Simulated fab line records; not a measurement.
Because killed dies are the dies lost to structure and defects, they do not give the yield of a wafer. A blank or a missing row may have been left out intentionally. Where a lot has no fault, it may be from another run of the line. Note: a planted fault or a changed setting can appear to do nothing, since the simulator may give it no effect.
Matching of chambers / flow nandHarc / NHARC_A_STAIRCASE_ETCHBACK_157 on rieDiel-02: 4 sister chambers
The step etches the open film in CH3F/O2, target depth 90 nm, time 167.14 s. 8 wafers are shown with their chamber, then 8 later ones without.

## WAFERS, EACH WITH ITS CHAMBER
wafer=L075.5; chamber=1; drypumpMotorCurrentA (A)=6.0; showerheadPlenumPTorr (Torr)=2.32
wafer=L081.4; chamber=2; drypumpMotorCurrentA (A)=4.8; showerheadPlenumPTorr (Torr)=2.39
wafer=L081.5; chamber=1; drypumpMotorCurrentA (A)=6.1; showerheadPlenumPTorr (Torr)=2.31
wafer=L081.6; chamber=2; drypumpMotorCurrentA (A)=4.8; showerheadPlenumPTorr (Torr)=2.39
wafer=L084.2; chamber=0; drypumpMotorCurrentA (A)=5.6; showerheadPlenumPTorr (Torr)=2.27
wafer=L084.3; chamber=3; drypumpMotorCurrentA (A)=6.0; showerheadPlenumPTorr (Torr)=2.33
wafer=L084.4; chamber=0; drypumpMotorCurrentA (A)=5.6; showerheadPlenumPTorr (Torr)=2.27
wafer=L089.1; chamber=3; drypumpMotorCurrentA (A)=6.1; showerheadPlenumPTorr (Torr)=2.32

## WAFERS WITHOUT THEIR CHAMBER
wafer=L089.2; drypumpMotorCurrentA (A)=5.6; showerheadPlenumPTorr (Torr)=2.66
wafer=L089.3; drypumpMotorCurrentA (A)=6.0; showerheadPlenumPTorr (Torr)=2.30
wafer=L093.1; drypumpMotorCurrentA (A)=6.1; showerheadPlenumPTorr (Torr)=2.30
wafer=L093.3; drypumpMotorCurrentA (A)=6.0; showerheadPlenumPTorr (Torr)=2.32
wafer=L093.5; drypumpMotorCurrentA (A)=6.0; showerheadPlenumPTorr (Torr)=2.32
wafer=L095.1; drypumpMotorCurrentA (A)=6.1; showerheadPlenumPTorr (Torr)=2.30
wafer=L095.3; drypumpMotorCurrentA (A)=6.0; showerheadPlenumPTorr (Torr)=2.32
wafer=L095.4; drypumpMotorCurrentA (A)=5.5; showerheadPlenumPTorr (Torr)=2.65

## WHICH CHAMBER EACH ONE RAN IN
wafer=L089.2; from the rows above=2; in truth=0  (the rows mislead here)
wafer=L089.3; from the rows above=can't be placed: 1 or 3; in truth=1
wafer=L093.1; from the rows above=can't be placed: 1 or 3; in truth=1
wafer=L093.3; from the rows above=can't be placed: 1 or 3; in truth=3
wafer=L093.5; from the rows above=can't be placed: 1 or 3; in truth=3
wafer=L095.1; from the rows above=can't be placed: 1 or 3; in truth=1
wafer=L095.3; from the rows above=can't be placed: 1 or 3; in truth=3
wafer=L095.4; from the rows above=2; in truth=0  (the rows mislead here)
Placed correctly: 0 of 8. These rows do not allow placing 6 (true chamber among the candidates in 6). Placed wrongly: 2.
How it was worked out, from the rows above alone: a wafer's distance from a chamber is the root of the sum, over the readings, of the square of ((its reading less the chamber's mean) divided by the reading's scatter). If the next closest chamber is less than 2 further off than the closest, the wafer can't be placed; otherwise it belongs to the closest. The mean given for a chamber averages the wafers shown for that chamber. The scatter is the square root of a quotient: the sum, over the shown wafers, of each reading's squared deviation from its chamber's mean, divided by wafers minus chambers.
